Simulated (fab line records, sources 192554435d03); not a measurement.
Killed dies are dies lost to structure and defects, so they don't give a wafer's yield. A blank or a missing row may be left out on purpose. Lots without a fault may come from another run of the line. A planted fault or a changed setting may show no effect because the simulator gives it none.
Chamber matching | flow n5_finfet | N5_BEOL_M1_STRIP_19 on rie_diel-01: 3 sister chambers
The step strips in O2. 18 wafers are shown with their chamber, then 8 later ones without.

WAFERS WITH THEIR CHAMBER
wafer  | chamber | drypump_motor_current_A (A) | throttle_valve_pct (%) | showerhead_plenum_p_Torr (Torr)
L074.2 | 1       | 6.4                         | 16.24                  | 2.04
L074.3 | 3       | 6.0                         | 16.53                  | 2.10
L074.5 | 3       | 6.0                         | 16.53                  | 2.10
L075.2 | 1       | 6.3                         | 16.25                  | 2.04
L075.3 | 3       | 6.0                         | 16.54                  | 2.10
L075.4 | 2       | 5.1                         | 16.75                  | 2.05
L076.1 | 2       | 5.1                         | 16.74                  | 2.05
L076.2 | 1       | 6.3                         | 16.23                  | 2.04
L076.5 | 2       | 5.1                         | 16.75                  | 2.05
L078.2 | 2       | 5.1                         | 16.76                  | 2.05
L078.3 | 1       | 6.4                         | 16.24                  | 2.04
L078.6 | 1       | 6.3                         | 16.28                  | 2.04
L081.1 | 1       | 6.3                         | 16.26                  | 2.03
L081.3 | 2       | 5.1                         | 16.78                  | 2.04
L081.6 | 1       | 6.4                         | 16.28                  | 2.03
L084.2 | 2       | 5.2                         | 16.79                  | 2.04
L084.3 | 1       | 6.4                         | 16.28                  | 2.03
L084.6 | 1       | 6.3                         | 16.28                  | 2.03

SIGNATURES (means of the wafers above)
reading                  | chamber 1 | chamber 2 | chamber 3 | scatter within a chamber
drypump_motor_current_A  | 6.344     | 5.117     | 6.000     | 0.0451
throttle_valve_pct       | 16.2600   | 16.7617   | 16.5333   | 0.0189
showerhead_plenum_p_Torr | 2.0356    | 2.0467    | 2.1000    | 0.00487
Rule: a wafer's distance from a chamber is the root of the sum, over the readings, of the square of ((its reading less the chamber's mean) divided by the reading's scatter). The wafer belongs to the nearest chamber; if the next one is less than 2 further off, it can't be placed. The scatter: the root of (the sum of the squares of (reading less its chamber's mean) over the shown wafers, divided by (wafers less chambers)).

WAFERS WITHOUT THEIR CHAMBER
wafer  | drypump_motor_current_A (A) | throttle_valve_pct (%) | showerhead_plenum_p_Torr (Torr)
L086.3 | 5.1                         | 16.79                  | 2.04
L086.5 | 6.3                         | 16.30                  | 2.03
L086.6 | 5.1                         | 16.80                  | 2.04
L092.1 | 6.3                         | 16.32                  | 2.02
L092.2 | 5.2                         | 16.83                  | 2.04
L092.5 | 6.0                         | 16.60                  | 2.09
L097.4 | 6.3                         | 16.34                  | 2.02
L097.6 | 6.0                         | 16.62                  | 2.09

WHICH CHAMBER EACH WENT THROUGH
wafer  | from the rows above | in truth
L086.3 | 2                   | 2
L086.5 | 1                   | 1
L086.6 | 2                   | 2
L092.1 | 1                   | 1
L092.2 | 2                   | 2
L092.5 | 3                   | 3
L097.4 | 1                   | 1
L097.6 | 3                   | 3
Placed correctly: 8 of 8. Can't be placed from these rows: 0. Placed wrongly: 0.
